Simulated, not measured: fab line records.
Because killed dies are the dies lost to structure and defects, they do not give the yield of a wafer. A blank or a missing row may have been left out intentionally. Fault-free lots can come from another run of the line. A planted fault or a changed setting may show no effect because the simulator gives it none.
Struck lot and sound lot, side by side + flow nand_harc + 14 steps out of a route of 1302
Sound: these wafers, L698.1, L698.2, L698.4. Struck: wafer L691.3; the same lot's L691.4 was not struck, so it is left out; see the end for the cause.
Order at every step that has rows: each side's tool, ch and its chambers, its first start. Under that, the readings that differ: sound wafers + struck wafers + difference of the means + sigmas: that difference in standard deviations of wafers without a fault.
alike: words and numbers the same on both sides, and readings whose means are apart by under 2 such deviations; not compared: readings that were withheld, readings missing a value for some wafer, numbers with overlapping values and no deviation given by the record, and bounds like >300 which may hide the same value.
The two part at a step that has a row with sigmas, a row that says differs or no value, or rows on one side only. Numbers that don't overlap but have no deviation are shown without sigmas and don't part them. Lack of a reading on every wafer of one side parts them only where that side has two or more wafers.

first, 6 steps without rows for these wafers: NHARC_A_DECK1_JOINT_CVD_34 (deposits SiNx, target thk 20 nm); NHARC_A_DECK1_JOINT_DEP_06 (deposits SiOx, target thk 80 nm); NHARC_A_DECK1_JOINT_CURE_26 (time 32 s); NHARC_A_DECK1_JOINT_ANNEAL_27 (time 3600 s); NHARC_A_DECK1_JOINT_ANNEAL_28 (time 1800 s); NHARC_A_DECK1_JOINT_ANNEAL_29 (time 1800 s).
NHARC_A_DECK1_JOINT_CMP_02: polishes SiOx.
  sound on cmp-02 ch 0,1,2, day 17 07:05; struck on cmp-02 ch 3, day 14 06:29
  alike: motor_current_A, retaining_ring_pressure_frac
then, 1 step without rows for these wafers: NHARC_A_DECK1_JOINT_SRD_15.
NHARC_A_DECK1_JOINT_DEP_16: deposits SiO2, target thk 45 nm.
  sound on pecvd-02 ch 0,1,2, day 17 07:28; struck on pecvd-04 ch 2, day 14 06:54
  alike: chamber_pressure_Torr, heater_power_w, rf_fwd_power_W, throttle_valve_pct
NHARC_A_DECK1_JOINT_THK_MEAS_17: measures by ellipsometry.
  sound on film_metro-01 at day 17 07:45; struck on film_metro-01 at day 14 07:09
  alike: thk_nm
NHARC_A_DECK1_JOINT_INSPECT_05:
  sound on defect_inspect-02 at day 17 07:47; struck on defect_inspect-01 at day 14 07:11
  alike: raw_defect_count
NHARC_A_ONON_D2_DEP_00: target thk 1000 nm.
  sound on pecvd_onon-02 ch 0, day 17 07:51; struck on pecvd_onon-02 ch 0, day 14 07:22
NHARC_A_ONON_D2_THK_MEAS_02: measures by ellipsometry.
  sound on film_metro-01 at day 17 08:22; struck on film_metro-02 at day 14 07:46
| reading     | sound       | struck | difference | sigmas |
|-------------|-------------|--------|------------|--------|
| thk_nm (nm) | 996 998 998 | 569    | -428       | -36    |
following that, 1 step holds no rows for these wafers, namely NHARC_A_ONON_D2_DEP_03 (target thickness 1000 nm).

== WHERE THEY PART ==
Only at NHARC_A_ONON_D2_THK_MEAS_02, within this record.

WHY: whatever the simulator had introduced
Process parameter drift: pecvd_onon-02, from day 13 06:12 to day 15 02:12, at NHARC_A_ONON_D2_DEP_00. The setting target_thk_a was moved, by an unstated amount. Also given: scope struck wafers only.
